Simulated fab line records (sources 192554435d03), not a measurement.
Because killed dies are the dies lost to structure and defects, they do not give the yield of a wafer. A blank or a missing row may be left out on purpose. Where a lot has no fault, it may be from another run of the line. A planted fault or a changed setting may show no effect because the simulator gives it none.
fab line records ; flow n5-finfet
record lots=10; wafers=30; last-day=18
route steps=1938 shown BEOL_M8@1347 PASSIVATION@1936
lots that met no fault: from a run of the same line without faults
start-h: hours from the record's first day to the start of the lot's first wafer shown ; wait-h: how many hours have passed since the lot's step before this one ; " the same as in the row above ; L1.1+2: several wafers, shown together as one row ; - value missing, or start not given ; * or withheld: withheld ; < > ~ a bound
route shown NAME@n: names a module that has steps shown in the file, with the first one's number in the route ; usual: average and standard deviation across the fault-free wafers ; same: alike in all rows ; chamber/n: place in a boat ; sites: each site's reading ; _std_site: the values' standard deviation ; _edge_site: inner sites' mean taken away from outer sites' mean ; radius-mm: how far each site lies from the wafer's centre ; mask NAME#n: copy n ; behind: tool/chamber where the wafer was last shaped ; hold: cause of the lot's hold/its duration in hours/its outcome ; device: transistor that didn't switch, given as n, p or np ; end of line: at the end of the route, the tests of the same wafers ; a step given without rows: its recipe and nothing more ; killed: not the wafer's yield, but the dies lost to structure and defects at the first sort ; map: a wafer's dies, marking killed ones x, the rest . and places with no die _
set.NAME: the setting as run; set.NAME@STEP: as run at that earlier step ; model.NAME: the simulator's own value behind a step, which no gauge read
route steps across a sampled set of lots; one table per step, one row per wafer
services: the hour from which a tool's chamber was out of use, counted from the record's first day as start-h (under 0 if before that day), plus the number of hours and why
## steps
# step N5_BEOL_M8_INSPECT_13
# recipe mode=adi; inspect-instrument=brightfield
# usual raw-defect-count=428/98
lot.wafer;tool;chamber;start-h;wait-h;raw-defect-count
L231.1;defect-inspect-01;-;214.90;0.0;476
L231.2;defect-inspect-01;-;214.90;0.0;631
L231.4;defect-inspect-01;-;214.90;0.0;568
L232.1;defect-inspect-01;-;220.74;0.0;648
L232.4;defect-inspect-01;-;220.74;0.0;424
L232.6;defect-inspect-01;-;220.74;0.0;457
L235.3;defect-inspect-02;-;240.97;0.0;329
L235.4;defect-inspect-02;-;240.97;0.0;413
L235.6;defect-inspect-02;-;240.97;0.0;407
L239.1;defect-inspect-01;-;277.56;0.0;442
L239.2;defect-inspect-01;-;277.56;0.0;378
L239.3;defect-inspect-01;-;277.56;0.0;427
L242.1;defect-inspect-01;-;292.20;0.0;368
L242.4;defect-inspect-01;-;292.20;0.0;372
L242.6;defect-inspect-01;-;292.20;0.0;493
L243.1;defect-inspect-02;-;293.23;0.0;340
L243.5;defect-inspect-02;-;293.23;0.0;535
L243.6;defect-inspect-02;-;293.23;0.0;464
L245.2;defect-inspect-01;-;311.59;0.0;271
L245.4;defect-inspect-01;-;311.59;0.0;397
L245.5;defect-inspect-01;-;311.59;0.0;365
L246.2;defect-inspect-01;-;314.25;0.0;454
L246.4;defect-inspect-01;-;314.25;0.0;526
L246.6;defect-inspect-01;-;314.25;0.0;364
L247.4;defect-inspect-02;-;341.10;0.0;543
L247.5;defect-inspect-02;-;341.10;0.0;505
L247.6;defect-inspect-02;-;341.10;0.0;392
L250.1;defect-inspect-01;-;364.06;0.0;572
L250.3;defect-inspect-01;-;364.06;0.0;515
L250.6;defect-inspect-01;-;364.06;0.0;533
# step N5_BEOL_M8_ETCH_61
# recipe chemistry=CF4; target=SiARC; target-depth-a=455; mask-material=CAR-ArF; time-s=75.8; ion-energy-ev=80; pressure-mtorr=40; source-w=545; bias-w=36; Ar_flow_sccm=100; cf4-flow-sccm=100; ends=cleared
# usual chamber-pressure-mTorr=40.00/0.036; drypump-motor-current-A=5.6/0.33; etch-rf-on-time-s=76.5/2.1; oes-product-au=0.66/0.065; rf-vpp-V=184.3/1; showerhead-plenum-p-Torr=2.16/0.054; throttle-valve-pct=15.63/0.25
lot.wafer;tool;chamber;start-h;wait-h;chamber-pressure-mTorr;drypump-motor-current-A;etch-rf-on-time-s;oes-product-au;rf-hours-counter-h;rf-vpp-V;showerhead-plenum-p-Torr;throttle-valve-pct
L231.1;rie-diel-06;0;215.24;0.0;39.99;5.9;74.1;0.72;87;182.6;2.08;15.43
L231.2;rie-diel-06;3;215.24;0.0;39.98;5.1;75.0;0.61;192;184.9;2.23;16.11
L231.4;rie-diel-06;2;215.24;0.0;39.96;5.5;74.4;0.70;91;185.5;2.16;15.62
L232.1;rie-diel-06;1;220.81;0.0;40.02;5.6;75.0;0.61;242;184.5;2.18;16.02
L232.4;rie-diel-06;3;220.81;0.0;39.96;5.1;74.6;0.60;194;184.6;2.23;16.10
L232.6;rie-diel-06;0;220.81;0.0;40.03;5.9;72.8;0.71;-;183.7;2.08;15.45
L235.3;rie-diel-03;1;242.22;0.0;39.99;5.8;77.8;0.64;141;184.0;2.15;15.62
L235.4;rie-diel-03;0;242.22;0.0;39.97;5.3;77.6;0.76;15;183.3;2.19;15.59
L235.6;rie-diel-03;2;242.22;0.0;40.01;6.3;79.3;0.59;-;182.4;2.11;15.76
L239.1;rie-diel-06;3;277.63;0.0;39.98;5.1;75.1;0.60;207;184.9;2.22;16.14
L239.2;rie-diel-06;0;277.63;0.0;40.00;5.9;73.6;0.70;102;183.2;2.07;15.45
L239.3;rie-diel-06;2;277.63;0.0;40.01;5.5;73.9;0.68;106;184.6;2.15;15.64
L242.1;rie-diel-01;0;292.27;0.0;40.06;5.7;76.1;0.69;103;185.2;2.24;15.27
L242.4;rie-diel-01;3;292.27;0.0;40.03;5.5;79.8;0.69;86;183.1;2.09;15.35
L242.6;rie-diel-01;2;292.27;0.0;39.95;5.7;77.4;0.79;-;184.4;2.19;15.56
L243.1;rie-diel-03;0;293.30;0.0;40.08;5.3;78.2;0.72;32;183.7;2.18;15.65
L243.5;rie-diel-03;2;293.30;0.0;40.02;6.3;81.4;0.57;-;183.0;2.10;15.79
L243.6;rie-diel-03;1;293.30;0.0;40.08;5.8;78.2;0.63;-;184.5;2.15;15.64
L245.2;rie-diel-01;1;311.66;0.0;39.99;5.5;74.3;0.62;228;184.0;2.21;15.94
L245.4;rie-diel-01;0;311.66;0.0;39.98;5.7;74.6;0.68;110;185.3;2.23;15.29
L245.5;rie-diel-01;0;311.66;0.0;39.99;5.7;75.2;0.68;-;184.9;2.23;15.28
L246.2;rie-diel-01;1;314.51;0.0;39.99;5.5;74.0;0.62;229;184.8;2.21;15.93
L246.4;rie-diel-01;2;314.51;0.0;40.02;5.7;76.1;0.76;20;185.3;2.19;15.58
L246.6;rie-diel-01;0;314.51;0.0;39.99;5.7;74.9;0.68;-;183.7;2.23;15.29
L247.4;rie-diel-01;2;341.19;0.0;40.00;5.7;77.0;0.75;-;183.9;2.19;15.58
L247.5;rie-diel-01;3;341.19;0.0;39.96;5.5;77.8;0.69;-;182.4;2.08;15.36
L247.6;rie-diel-01;0;341.19;0.0;40.01;5.7;74.5;0.67;-;186.0;2.23;15.31
L250.1;rie-diel-03;1;364.59;0.0;40.07;5.8;77.6;0.61;184;184.9;2.14;15.72
L250.3;rie-diel-03;2;364.59;0.0;39.98;6.3;78.7;0.79;10;183.0;2.10;15.35
L250.6;rie-diel-03;2;364.59;0.0;39.97;6.3;78.0;0.80;-;183.9;2.10;15.35
# step N5_BEOL_M8_STRIP_67
# recipe chemistry=CF4; resist=SiARC; power-w=300; bias-power-w=75; pressure-mtorr=50; cf4-flow-sccm=150; rf-frequency-hz=6e+07
# usual chamber-pressure-mTorr=50.00/0.058; drypump-motor-current-A=5.6/0.33; oes-product-au=0.78/0.074; rf-vpp-V=271.6/1.3; showerhead-plenum-p-Torr=1.81/0.045; throttle-valve-pct=13.62/0.26
lot.wafer;tool;chamber;start-h;wait-h;chamber-pressure-mTorr;drypump-motor-current-A;oes-product-au;rf-hours-counter-h;rf-vpp-V;showerhead-plenum-p-Torr;throttle-valve-pct
L231.1;rie-diel-06;0;215.44;0.0;50.00;5.9;0.83;87;270.0;1.75;13.43
L231.2;rie-diel-06;3;215.44;0.0;50.07;5.1;0.71;192;274.9;1.86;14.03
L231.4;rie-diel-06;2;215.44;0.0;50.00;5.5;0.81;91;271.5;1.81;13.57
L232.1;rie-diel-06;1;221.01;0.0;50.02;5.6;0.70;242;272.7;1.83;14.04
L232.4;rie-diel-06;3;221.01;0.0;49.88;5.1;0.71;195;273.1;1.86;14.05
L232.6;rie-diel-06;0;221.01;0.0;50.12;5.9;0.82;-;270.4;1.75;13.45
L235.3;rie-diel-03;1;242.42;0.0;50.07;5.8;0.75;141;271.4;1.82;13.63
L235.4;rie-diel-03;0;242.42;0.0;49.98;5.3;0.90;15;272.2;1.81;13.44
L235.6;rie-diel-03;2;242.42;0.0;50.02;6.2;0.71;-;270.7;1.77;13.78
L239.1;rie-diel-06;3;277.83;0.0;49.90;5.1;0.70;207;271.3;1.86;14.09
L239.2;rie-diel-06;0;277.83;0.0;50.00;5.9;0.80;102;270.2;1.75;13.45
L239.3;rie-diel-06;2;277.83;0.0;50.01;5.5;0.79;106;270.6;1.80;13.62
L242.1;rie-diel-01;0;292.47;0.0;49.98;5.8;0.80;103;274.2;1.88;13.26
L242.4;rie-diel-01;3;292.47;0.0;49.97;5.5;0.83;86;271.4;1.75;13.30
L242.6;rie-diel-01;2;292.47;0.0;50.03;5.7;0.93;-;271.5;1.84;13.49
L243.1;rie-diel-03;0;293.50;0.0;49.97;5.3;0.86;32;272.3;1.81;13.51
L243.5;rie-diel-03;2;293.50;0.0;50.05;6.3;0.70;-;272.4;1.76;13.81
L243.6;rie-diel-03;1;293.50;0.0;50.04;5.8;0.74;-;270.2;1.81;13.69
L245.2;rie-diel-01;1;311.86;0.0;49.90;5.5;0.72;228;272.8;1.86;13.97
L245.4;rie-diel-01;0;311.86;0.0;50.05;5.7;0.79;110;272.3;1.87;13.32
L245.5;rie-diel-01;0;311.86;0.0;50.04;5.7;0.79;-;274.6;1.87;13.27
L246.2;rie-diel-01;1;314.71;0.0;50.00;5.5;0.72;230;271.9;1.86;13.96
L246.4;rie-diel-01;2;314.71;0.0;50.00;5.7;0.89;20;272.8;1.84;13.51
L246.6;rie-diel-01;0;314.71;0.0;49.99;5.7;0.80;-;271.9;1.87;13.28
L247.4;rie-diel-01;2;341.38;0.0;49.92;5.7;0.88;-;272.1;1.84;13.52
L247.5;rie-diel-01;3;341.38;0.0;50.01;5.5;0.82;-;269.1;1.74;13.34
L247.6;rie-diel-01;0;341.38;0.0;50.05;5.7;0.79;-;272.0;1.87;13.32
L250.1;rie-diel-03;1;364.80;0.0;49.99;5.8;0.72;184;271.0;1.81;13.70
L250.3;rie-diel-03;2;364.80;0.0;50.07;6.3;0.95;11;270.6;1.76;13.29
L250.6;rie-diel-03;2;364.80;0.0;50.05;6.3;0.95;-;270.4;1.76;13.29
# step N5_BEOL_M8_CD_MEAS_28
# recipe target-cd-nm=40; landing-energy-ev=500; detector=se-inlens
# usual cd-nm=40.02/0.22
lot.wafer;tool;chamber;start-h;wait-h;cd-nm
L231.1;cd-sem-02;0;216.15;-;40.27
L231.2;cd-sem-02;0;216.15;-;40.22
L231.4;cd-sem-02;0;216.15;-;40.32
L232.1;cd-sem-03;0;222.20;-;39.87
L232.4;cd-sem-03;0;222.20;-;40.16
L232.6;cd-sem-03;0;222.20;-;40.08
L235.3;cd-sem-02;0;243.55;-;40.09
L235.4;cd-sem-02;0;243.55;-;39.96
L235.6;cd-sem-02;0;243.55;-;40.23
L239.1;cd-sem-03;0;279.18;-;40.04
L239.2;cd-sem-03;0;279.18;-;40.10
L239.3;cd-sem-03;0;279.18;-;40.34
L242.1;cd-sem-01;0;293.27;-;40.29
L242.4;cd-sem-01;0;293.27;-;40.13
L242.6;cd-sem-01;0;293.27;-;40.03
L243.1;cd-sem-03;0;296.09;-;40.29
L243.5;cd-sem-03;0;296.09;-;39.94
L243.6;cd-sem-03;0;296.09;-;40.11
L245.2;cd-sem-02;0;313.37;-;39.80
L245.4;cd-sem-02;0;313.37;-;39.87
L245.5;cd-sem-02;0;313.37;-;39.32
L246.2;cd-sem-01;0;315.35;-;39.95
L246.4;cd-sem-01;0;315.35;-;40.08
L246.6;cd-sem-01;0;315.35;-;40.04
L247.4;cd-sem-01;0;342.14;-;40.13
L247.5;cd-sem-01;0;342.14;-;40.02
L247.6;cd-sem-01;0;342.14;-;39.79
L250.1;cd-sem-01;0;366.38;-;40.06
L250.3;cd-sem-01;0;366.38;-;40.03
L250.6;cd-sem-01;0;366.38;-;40.13
# step N5_BEOL_M8_INSPECT_30
# recipe mode=adi; inspect-instrument=brightfield
# usual raw-defect-count=432/99
lot.wafer;tool;chamber;start-h;wait-h;raw-defect-count
L231.1;defect-inspect-01;-;216.24;0.1;476
L231.2;defect-inspect-01;-;216.24;0.1;628
L231.4;defect-inspect-01;-;216.24;0.1;599
L232.1;defect-inspect-01;-;222.29;0.1;625
L232.4;defect-inspect-01;-;222.29;0.1;439
L232.6;defect-inspect-01;-;222.29;0.1;407
L235.3;defect-inspect-01;-;243.63;0.0;378
L235.4;defect-inspect-01;-;243.63;0.0;467
L235.6;defect-inspect-01;-;243.63;0.0;456
L239.1;defect-inspect-01;-;279.26;0.1;483
L239.2;defect-inspect-01;-;279.26;0.1;836
L239.3;defect-inspect-01;-;279.26;0.1;440
L242.1;defect-inspect-02;-;293.36;0.1;351
L242.4;defect-inspect-02;-;293.36;0.1;315
L242.6;defect-inspect-02;-;293.36;0.1;472
L243.1;defect-inspect-01;-;296.18;0.1;355
L243.5;defect-inspect-01;-;296.18;0.1;565
L243.6;defect-inspect-01;-;296.18;0.1;519
L245.2;defect-inspect-01;-;313.46;0.0;281
L245.4;defect-inspect-01;-;313.46;0.0;405
L245.5;defect-inspect-01;-;313.46;0.0;354
L246.2;defect-inspect-02;-;315.44;0.0;423
L246.4;defect-inspect-02;-;315.44;0.0;512
L246.6;defect-inspect-02;-;315.44;0.0;306
L247.4;defect-inspect-01;-;342.22;0.0;576
L247.5;defect-inspect-01;-;342.22;0.0;499
L247.6;defect-inspect-01;-;342.22;0.0;413
L250.1;defect-inspect-02;-;366.47;0.1;519
L250.3;defect-inspect-02;-;366.47;0.1;463
L250.6;defect-inspect-02;-;366.47;0.1;525
# step N5_PASSIVATION_PROBE_49
# usual defect-limited-yield=91.0/1.3; killed_at_M0_to_M3=33/10; killed_at_M4_up=14/5.6; killed-at-contacts=12/5.8; killed-at-front-end=43/11; killed-at-other=4.1/2.8; killed-dies=106/15; killed-open=70/12; killed-short=34/7.5; sort_bin_5_function=5.3/0.88; sort_bin_6_memory=3.3/0.64; sort_bin_8_speed=0.00/0.016; sort-n-pass=1074/15; sort-yield-pct=91.0/1.3
# same gross-dies=1180; killed-at-back-side=0; sort_bin_4_leakage[%]=0
lot.wafer;tool;chamber;start-h;wait-h;defect-limited-yield[%];killed_at_M0_to_M3;killed_at_M4_up;killed-at-contacts;killed-at-front-end;killed-at-other;killed-dies;killed-open;killed-short;sort_bin_5_function[%];sort_bin_6_memory[%];sort_bin_8_speed[%];sort-n-pass;sort-yield-pct[%]
L231.1;prober-02;-;293.17;0.0;92.2;34;13;9;35;1;92;65;26;5.4;2.0;0;1088;92.2
L231.2;prober-02;-;293.22;0.1;90.8;39;16;9;42;2;108;75;32;5.3;3.6;0;1072;90.8
L231.4;prober-02;-;293.32;0.2;90.0;56;11;9;41;1;118;74;38;5.5;3.8;0;1062;90.0
L235.3;prober-02;-;314.02;0.1;89.7;26;16;10;67;2;121;94;26;7.4;2.7;0;1059;89.7
L235.4;prober-02;-;314.07;0.2;91.9;23;12;15;38;8;96;62;33;4.9;3.0;0;1084;91.9
L235.6;prober-02;-;314.17;0.3;92.6;19;15;10;42;1;87;62;24;4.6;2.6;0;1093;92.6
L239.1;prober-01;-;340.72;0.0;89.9;48;18;11;37;5;119;87;32;6.2;3.6;0;1061;89.9
L239.2;prober-01;-;340.77;0.1;82.3;24;135;1;44;5;209;58;35;11.1;4.4;0;971;82.3
L239.3;prober-01;-;340.82;0.1;91.6;34;15;7;36;7;99;60;38;4.3;3.6;0;1081;91.6
L242.1;prober-01;-;356.70;0.0;91.7;26;12;4;52;4;98;62;35;5.5;2.6;0;1082;91.7
L242.4;prober-01;-;356.85;0.2;90.1;43;24;1;47;2;117;69;42;6.0;3.1;0;1063;90.1
L242.6;prober-01;-;356.95;0.3;91.8;39;13;7;36;2;97;67;24;5.1;2.9;0;1083;91.8
L245.2;prober-01;-;381.05;0.1;90.8;50;9;8;41;0;108;75;33;5.3;3.4;0;1072;90.8
L245.4;prober-01;-;381.15;0.2;88.9;46;14;25;43;3;131;89;40;6.5;4.0;0.08;1049;88.9
L245.5;prober-01;-;381.20;0.2;90.9;41;14;14;36;2;107;65;40;6.2;2.7;0;1073;90.9
L247.4;prober-02;-;407.32;0.2;90.4;51;9;6;43;4;113;63;49;5.3;4.0;0;1067;90.4
L247.5;prober-02;-;407.37;0.2;89.9;42;24;7;42;4;119;82;37;6.7;3.1;0;1061;89.9
L247.6;prober-02;-;407.42;0.3;91.4;32;14;9;45;2;102;68;33;5.7;2.8;0;1078;91.4
L250.1;prober-01;-;426.49;0.0;88.4;45;12;14;63;3;137;84;45;6.4;4.3;0;1043;88.4
L250.3;prober-01;-;426.59;0.1;91.1;25;9;15;56;0;105;71;32;5.0;3.6;0;1075;91.1
L250.6;prober-01;-;426.74;0.3;89.2;33;15;11;66;2;127;98;27;6.6;3.9;0;1053;89.2
# killed by level:class
L231.1 STI_FIN_REVEAL:geometric-particle:open=14 BEOL_M0_SAQP:geometric-particle:open=8 BEOL_M2:geometric-particle:open=8 MOL_CONTACT_COAG:geometric-particle:open=7 BEOL_M0_SAQP:geometric-particle:short=7 BEOL_M1:geometric-particle:open=6 FIN_SAQP:geometric-particle:open=5 GATE_CUT:geometric-particle:short=4
L231.2 STI_FIN_REVEAL:geometric-particle:open=16 BEOL_M0_SAQP:geometric-particle:short=11 BEOL_M5:geometric-particle:open=9 BEOL_M0_SAQP:geometric-particle:open=8 MOL_CONTACT_COAG:geometric-particle:open=6 FIN_SAQP:geometric-particle:open=5 GATE_CUT:geometric-particle:short=5 BEOL_M3:geometric-particle:open=5
L231.4 BEOL_M0_SAQP:geometric-particle:short=14 BEOL_M2:geometric-particle:open=12 MOL_CONTACT_COAG:geometric-particle:open=9 BEOL_M0_SAQP:geometric-particle:open=9 STI_FIN_REVEAL:geometric-particle:open=8 FIN_SAQP:geometric-particle:open=7 FIN_SAQP:geometric-particle:short=7 BEOL_M1:geometric-particle:open=7
L235.3 FIN_SAQP:geometric-particle:open=20 STI_FIN_REVEAL:geometric-particle:open=12 BEOL_M2:geometric-particle:open=10 FIN_SAQP:geometric-particle:short=7 MOL_CONTACT_COAG:geometric-particle:open=7 BEOL_M4:geometric-particle:open=7 BEOL_M1:geometric-particle:open=6 GATE_CUT:geometric-particle:open=5
L235.4 MOL_CONTACT_COAG:geometric-particle:open=11 STI_FIN_REVEAL:geometric-particle:open=10 FIN_SAQP:geometric-particle:short=6 FIN_SAQP:geometric-particle:open=5 BEOL_M0_SAQP:geometric-particle:open=5 BEOL_M4:geometric-particle:open=5 ILD0:geometric-particle:open=4 ILD0:geometric-particle:short=4
L235.6 STI_FIN_REVEAL:geometric-particle:open=11 FIN_SAQP:geometric-particle:open=9 BEOL_M4:geometric-particle:open=9 MOL_CONTACT_COAG:geometric-particle:open=9 BEOL_M1:geometric-particle:open=7 FIN_SAQP:geometric-particle:short=4 STI_FIN_REVEAL:geometric-particle:short=4 DUMMY_GATE:geometric-particle:open=4
L239.1 BEOL_M0_SAQP:geometric-particle:open=14 FIN_SAQP:geometric-particle:open=11 MOL_CONTACT_COAG:geometric-particle:open=10 BEOL_M3:geometric-particle:open=9 BEOL_M1:geometric-particle:open=7 STI_FIN_REVEAL:geometric-particle:open=6 BEOL_M0_SAQP:geometric-particle:short=6 BEOL_M4:geometric-particle:open=6
L239.2 BEOL_M8:unspecified=116 BEOL_M0_SAQP:geometric-particle:short=12 FIN_SAQP:geometric-particle:short=11 STI_FIN_REVEAL:geometric-particle:open=10 BEOL_M4:geometric-particle:open=8 FIN_SAQP:geometric-particle:open=7 DUMMY_GATE:geometric-particle:open=7 BEOL_M0_SAQP:geometric-particle:open=4
L239.3 BEOL_M0_SAQP:geometric-particle:open=14 BEOL_M0_SAQP:geometric-particle:short=13 FIN_SAQP:geometric-particle:short=8 BEOL_M4:geometric-particle:open=7 STI_FIN_REVEAL:geometric-particle:open=6 MOL_CONTACT_COAG:geometric-particle:open=6 FIN_SAQP:geometric-particle:open=4 DUMMY_GATE:geometric-particle:open=4
L242.1 FIN_SAQP:geometric-particle:open=12 STI_FIN_REVEAL:geometric-particle:open=12 FIN_SAQP:geometric-particle:short=10 STI_FIN_REVEAL:geometric-particle:short=7 BEOL_M1:geometric-particle:open=5 BEOL_M0_SAQP:geometric-particle:open=4 BEOL_M0:geometric-particle:open=4 BEOL_M1:geometric-particle:short=4
L242.4 BEOL_M4:geometric-particle:open=12 BEOL_M3:geometric-particle:open=11 STI_FIN_REVEAL:geometric-particle:open=9 FIN_SAQP:geometric-particle:short=8 BEOL_M0_SAQP:geometric-particle:short=7 BEOL_M0_SAQP:geometric-particle:open=7 BEOL_M1:geometric-particle:open=6 BEOL_M4:geometric-particle:short=5
L242.6 DUMMY_GATE:geometric-particle:open=9 BEOL_M1:geometric-particle:open=9 BEOL_M3:geometric-particle:open=8 FIN_SAQP:geometric-particle:open=7 STI_FIN_REVEAL:geometric-particle:open=7 MOL_CONTACT_COAG:geometric-particle:open=6 BEOL_M0_SAQP:geometric-particle:open=6 BEOL_M0_SAQP:geometric-particle:short=4
L245.2 BEOL_M0_SAQP:geometric-particle:short=13 BEOL_M3:geometric-particle:open=12 STI_FIN_REVEAL:geometric-particle:open=9 BEOL_M1:geometric-particle:open=9 MOL_CONTACT_COAG:geometric-particle:open=8 FIN_SAQP:geometric-particle:open=6 BEOL_M0_SAQP:geometric-particle:open=5 BEOL_M2:geometric-particle:open=5
L245.4 MOL_CONTACT_COAG:geometric-particle:open=20 BEOL_M3:geometric-particle:open=14 FIN_SAQP:geometric-particle:open=13 FIN_SAQP:geometric-particle:short=10 BEOL_M0:geometric-particle:open=8 BEOL_M0_SAQP:geometric-particle:open=6 STARTING-WAFER:geometric-particle:short=6 MOL_CONTACT_COAG:geometric-particle:short=5
L245.5 FIN_SAQP:geometric-particle:short=12 FIN_SAQP:geometric-particle:open=11 BEOL_M1:geometric-particle:open=10 MOL_CONTACT_COAG:geometric-particle:open=8 BEOL_M0_SAQP:geometric-particle:short=7 MOL_CONTACT_COAG:geometric-particle:short=6 BEOL_M0_SAQP:geometric-particle:open=6 STARTING-WAFER:geometric-particle:open=5
L247.4 BEOL_M0_SAQP:geometric-particle:short=20 FIN_SAQP:geometric-particle:short=14 STI_FIN_REVEAL:geometric-particle:open=10 BEOL_M1:geometric-particle:open=9 FIN_SAQP:geometric-particle:open=8 BEOL_M0_SAQP:geometric-particle:open=7 BEOL_M2:geometric-particle:open=6 BEOL_M3:geometric-particle:open=6
L247.5 BEOL_M4:geometric-particle:open=16 BEOL_M0_SAQP:geometric-particle:short=10 BEOL_M2:geometric-particle:open=9 FIN_SAQP:geometric-particle:open=8 BEOL_M1:geometric-particle:open=8 MOL_CONTACT_COAG:geometric-particle:open=7 FIN_SAQP:geometric-particle:short=6 DUMMY_GATE:geometric-particle:open=6
L247.6 STI_FIN_REVEAL:geometric-particle:open=17 MOL_CONTACT_COAG:geometric-particle:open=9 BEOL_M0_SAQP:geometric-particle:short=9 BEOL_M3:geometric-particle:open=8 FIN_SAQP:geometric-particle:short=7 FIN_SAQP:geometric-particle:open=7 BEOL_M0_SAQP:geometric-particle:open=6 BEOL_M4:geometric-particle:open=6
L250.1 FIN_SAQP:geometric-particle:open=14 FIN_SAQP:geometric-particle:short=12 BEOL_M3:geometric-particle:open=12 STI_FIN_REVEAL:geometric-particle:open=12 BEOL_M0_SAQP:geometric-particle:open=9 MOL_CONTACT_COAG:geometric-particle:open=9 GATE_CUT:geometric-particle:open=7 BEOL_M0_SAQP:geometric-particle:short=6
L250.3 STI_FIN_REVEAL:geometric-particle:open=13 MOL_CONTACT_COAG:geometric-particle:open=11 FIN_SAQP:geometric-particle:open=10 GATE_CUT:geometric-particle:short=8 DUMMY_GATE:geometric-particle:open=7 BEOL_M3:geometric-particle:open=6 FIN_SAQP:geometric-particle:short=4 MOL_CONTACT_COAG:geometric-particle:short=4
L250.6 STI_FIN_REVEAL:geometric-particle:open=20 FIN_SAQP:geometric-particle:open=19 MOL_CONTACT_COAG:geometric-particle:open=10 BEOL_M3:geometric-particle:open=10 BEOL_M1:geometric-particle:open=8 GATE_CUT:geometric-particle:short=7 BEOL_M5:geometric-particle:open=6 BEOL_M4:geometric-particle:open=5
## services
tool;chamber;start-h;hours;kind
rie-diel-01;0;198.22;3.0;repair
rie-diel-06;-;232.17;14.6;pm
rie-diel-01;2;232.53;-;clean
rie-diel-01;2;232.53;-;consumable-replace:focus-ring
rie-diel-01;2;232.53;27.3;scheduled-down
rie-diel-01;2;232.53;27.3;vent-cycle
rie-diel-03;2;263.59;3.8;repair
rie-diel-06;1;265.85;-;clean
rie-diel-06;1;265.85;-;consumable-replace:focus-ring
rie-diel-06;1;265.85;16.0;scheduled-down
rie-diel-06;1;265.85;16.0;vent-cycle
rie-diel-03;2;313.92;-;clean
rie-diel-03;2;313.92;-;consumable-replace:focus-ring
rie-diel-03;2;313.92;18.7;scheduled-down
rie-diel-03;2;313.92;18.7;vent-cycle
rie-diel-03;0;317.64;4.0;repair
rie-diel-01;1;338.06;3.9;repair
rie-diel-03;1;354.52;4.8;repair
## key
first-sign step=N5_BEOL_M8_INSPECT_30; reading=raw-defect-count; direction=up; sigmas=4.1; usual=432; struck=836
effect step=N5_PASSIVATION_PROBE_49; reading=killed_at_M4_up; direction=up; sigmas=21; usual=14; struck=135
more-kills-born-at N5_BEOL_M8_STRIP_67@rie-diel-06=116
met-at N5_BEOL_M8_STRIP_67
struck-lots L239
struck-wafers L239.2
not-acting-at N5_BEOL_M8_INSPECT_13,N5_BEOL_M8_ETCH_61,N5_BEOL_M8_CD_MEAS_28
onset-between 221.01 277.83
fault kind=chamber-particle-source; tool=rie-diel-06; chamber=0; onset-h=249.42; steps=N5_BEOL_M8_STRIP_67; rate-per-visit-cm2=0.64874; end-h=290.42
